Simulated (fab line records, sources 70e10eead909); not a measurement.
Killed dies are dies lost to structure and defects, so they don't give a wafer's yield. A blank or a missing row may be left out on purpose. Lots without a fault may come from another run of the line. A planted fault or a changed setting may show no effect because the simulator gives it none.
Chamber matching | flow nand_harc | NHARC_P_M2_PRE_CLEAN_32 on pecvd-01: 3 sister chambers
The step time 12 s. 3 wafers are shown with their chamber, then 7 later ones without.

WAFERS WITH THEIR CHAMBER
wafer  | chamber | heater_power_w (W)
L084.6 | 2       | 608
L088.1 | 0       | 624
L088.2 | 1       | 834

WAFERS WITHOUT THEIR CHAMBER
wafer  | heater_power_w (W)
L088.5 | 610
L088.3 | 561
L088.4 | 814
L088.6 | 564
L096.1 | 774
L096.4 | 552
L096.5 | 676

WHICH CHAMBER EACH WENT THROUGH
wafer  | from the rows above     | in truth
L088.5 | can't be placed: 2 or 0 | 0
L088.3 | can't be placed: 2 or 0 | 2
L088.4 | 1                       | 1
L088.6 | can't be placed: 2 or 0 | 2
L096.1 | 1                       | 1
L096.4 | can't be placed: 2 or 0 | 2
L096.5 | can't be placed: 0 or 2 | 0
Placed correctly: 2 of 7. Can't be placed from these rows: 5 (the true chamber is among the candidates in 5). Placed wrongly: 0.
How it was worked out, from the rows above alone: a wafer's distance from a chamber is the root of the sum, over the readings, of the square of ((its reading less the chamber's mean) divided by the reading's scatter). The wafer belongs to the nearest chamber; if the next one is less than 2 further off, it can't be placed. A chamber's mean is the mean of its shown wafers. The scatter: with one shown wafer a chamber, the root of the mean of the squares of how far each hidden wafer lies from its nearest shown one.
